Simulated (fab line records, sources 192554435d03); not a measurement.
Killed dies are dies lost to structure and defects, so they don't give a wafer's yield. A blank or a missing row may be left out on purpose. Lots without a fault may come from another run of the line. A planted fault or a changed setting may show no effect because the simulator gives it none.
Split-lot experiment | flow n5_finfet | 7 lots, 39 wafers read, on a route of 1938 steps

THE SPLIT
At N5_BEOL_M9_TRENCH_ETCH_37 (etches SiCOH lowk in C4F6/O2, target depth 151.43 nm, time 49 s), the setting target_depth_a was moved away from the recipe's 1514.3 angstrom on 18 of the 39 wafers read, by -45.1% to +57.1%. The other wafers ran this setting at the recipe's value.

FROM THE SPLIT TO THE READING: what the file shows between them, 8 steps
- N5_BEOL_M9_ETCH_41: etches SiCN in CH3F/O2, target depth 36.6 nm, time 70.1 s
- N5_BEOL_M9_STRIP_80: strips in N2/H2, time 10 s
- N5_BEOL_M9_OCD_MEAS_38
- N5_BEOL_M9_HM_STRIP_39: strips TiN in peroxide tin strip, target depth 25 nm, time 158 s
- N5_BEOL_M9_SRD_40: time 30 s
- N5_BEOL_M9_ECD_50: material Cu, target thk 318 nm
- N5_BEOL_M9_ANNEAL_51: time 90 s
- N5_BEOL_M9_CMP_52: polishes, stops on SiCOH lowk, t overpolish 7 s, target thk 140 nm

THE READING
M9_THK, in nm, at N5_BEOL_M9_THK_MEAS_53 (measures by xrf). Fault-free wafers of this fab line usually give 142.0 nm, standard deviation 2.5 nm.

wafer  | tool, chamber at the split | target_depth_a as run, angstrom | against the recipe | M9_THK, nm | against lot-mates on the recipe
L075.1 | rie_diel-01, 1             | 1969                            | +30.0%             | 189.0      | +46.6
L075.2 | rie_diel-01, 0             | 1969                            | +30.0%             | 186.7      | +44.3
L075.3 | rie_diel-01, 2             | 1969                            | +30.0%             | 191.4      | +49.0
L075.4 | rie_diel-01, 3             | 1514.3                          | recipe             | 141.8      | -
L075.5 | rie_diel-01, 3             | 1514.3                          | recipe             | 141.3      | -
L075.6 | rie_diel-01, 2             | 1514.3                          | recipe             | 144.2      | -
L078.1 | rie_diel-03, 3             | 1514.3                          | recipe             | 144.6      | -
L078.2 | rie_diel-03, 1             | 1514.3                          | recipe             | 140.6      | -
L078.3 | rie_diel-03, 0             | 2379                            | +57.1%             | 225.0      | +83.7
L078.4 | rie_diel-03, 0             | 2379                            | +57.1%             | 225.6      | +84.3
L078.5 | rie_diel-03, 1             | 1514.3                          | recipe             | 138.6      | -
L078.6 | rie_diel-03, 3             | 2379                            | +57.1%             | 234.8      | +93.5
L080.1 | rie_diel-03, 1             | 1514.3                          | recipe             | 138.6      | -
L080.5 | rie_diel-03, 3             | 1514.3                          | recipe             | 145.2      | -
L080.6 | rie_diel-03, 2             | 1514.3                          | recipe             | 142.5      | -
L081.1 | rie_diel-03, 3             | 1514.3                          | recipe             | 144.6      | -
L081.2 | rie_diel-03, 0             | 1514.3                          | recipe             | 138.9      | -
L081.3 | rie_diel-03, 2             | 1277                            | -15.7%             | 118.9      | -22.8
L081.4 | rie_diel-03, 1             | 1277                            | -15.7%             | 117.2      | -24.5
L081.5 | rie_diel-03, 2             | 1277                            | -15.7%             | 119.3      | -22.4
L081.6 | rie_diel-03, 1             | 1514.3                          | recipe             | 141.6      | -
L083.1 | rie_diel-01, 1             | 831.8                           | -45.1%             | 73.5       | -69.4
L083.2 | rie_diel-01, 3             | 831.8                           | -45.1%             | 72.6       | -70.3
L083.3 | rie_diel-01, 2             | 831.8                           | -45.1%             | 75.5       | -67.4
L083.4 | rie_diel-01, 0             | 1514.3                          | recipe             | 142.9      | -
L083.5 | rie_diel-01, 3             | 1514.3                          | recipe             | 143.0      | -
L083.6 | rie_diel-01, 0             | 1514.3                          | recipe             | 142.8      | -
L091.1 | rie_diel-02, 1             | 994.2                           | -34.3%             | 90.5       | -54.9
L091.2 | rie_diel-02, 0             | 994.2                           | -34.3%             | 92.5       | -52.9
L091.3 | rie_diel-02, 2             | 994.2                           | -34.3%             | 90.4       | -55.0
L091.4 | rie_diel-02, 3             | 1514.3                          | recipe             | 145.0      | -
L091.5 | rie_diel-02, 1             | 1514.3                          | recipe             | 144.9      | -
L091.6 | rie_diel-02, 2             | 1514.3                          | recipe             | 146.4      | -
L093.1 | rie_diel-02, 1             | 1279                            | -15.5%             | 119.6      | -23.2
L093.2 | rie_diel-02, 3             | 1514.3                          | recipe             | 143.2      | -
L093.3 | rie_diel-02, 2             | 1514.3                          | recipe             | 142.5      | -
L093.4 | rie_diel-02, 0             | 1279                            | -15.5%             | 116.3      | -26.5
L093.5 | rie_diel-02, 3             | 1279                            | -15.5%             | 119.0      | -23.8
L093.6 | rie_diel-02, 0             | 1514.3                          | recipe             | 142.6      | -

THE FIT
A straight line over all 39 wafers: M9_THK changes by +1.52 nm for each +1% of target_depth_a; r = +1.00; the points scatter about the line by 2.3 nm.
The same after taking each lot's own level away (the mean of its wafers on the recipe; 39 wafers): +1.54 nm for each +1%; r = +1.00; scatter 2.1 nm.
On that fit, the largest move of target_depth_a shifts the reading by 88 nm.
The lots' own levels span 141.27 to 145.43 nm, that is 1.7 times the standard deviation above.
So the lot-to-lot level changes the slope little: the two slopes agree.
Check: with one of the wafers moved furthest among these (+57.1%) left out of the fit, the line predicts +88.7 nm for it against its lot-mates. It came out at +83.7 nm against them.

THE WHOLE CHAIN: every reading that the file lists as answering this split, in the file's order
step                      | what it does                                                       | reading                                                                          | change (the file's fit)                                                                 | r (the file's)
N5_BEOL_M9_TRENCH_ETCH_37 | etches SiCOH lowk in C4F6/O2, target depth 151.43 nm, time 49 s    | etch.depth_nm (the simulator's own value, which no gauge read)                   | +1.53 nm for each +1% of the setting                                                    | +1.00
N5_BEOL_M9_TRENCH_ETCH_37 | etches SiCOH lowk in C4F6/O2, target depth 151.43 nm, time 49 s    | BEOL_M9.feature_depth_nm (the simulator's own value, which no gauge read)        | +1.54 nm for each +1% of the setting                                                    | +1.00
N5_BEOL_M9_TRENCH_ETCH_37 | etches SiCOH lowk in C4F6/O2, target depth 151.43 nm, time 49 s    | TiN_of_BEOL_M9_HM_DEP_02.thk_nm (the simulator's own value, which no gauge read) | -0.0402 nm for each +1% of the setting                                                  | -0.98
N5_BEOL_M9_OCD_MEAS_38    |                                                                    | trench_depth_nm                                                                  | +1.53 nm for each +1% of the setting                                                    | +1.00
N5_BEOL_M9_CMP_52         | polishes, stops on SiCOH lowk, t overpolish 7 s, target thk 140 nm | Cu_of_BEOL_M9_ECD_50.thk_nm (the simulator's own value, which no gauge read)     | +1.53 nm for each +1% of the setting                                                    | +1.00
N5_BEOL_M9_THK_MEAS_53    | measures by xrf                                                    | M9_THK                                                                           | +1.54 for each +1% of the setting                                                       | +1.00
N5_BEOL_M9_RS_MEAS_57     | measures by four-point-probe                                       | M9_RS                                                                            | not straight: 0.3210 at the lowest setting, 0.1500 at the recipe, 0.0891 at the highest | not given

THE FILE'S OWN FIT
M9_THK changes by +1.54 nm for each +1% of target_depth_a, r = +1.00.
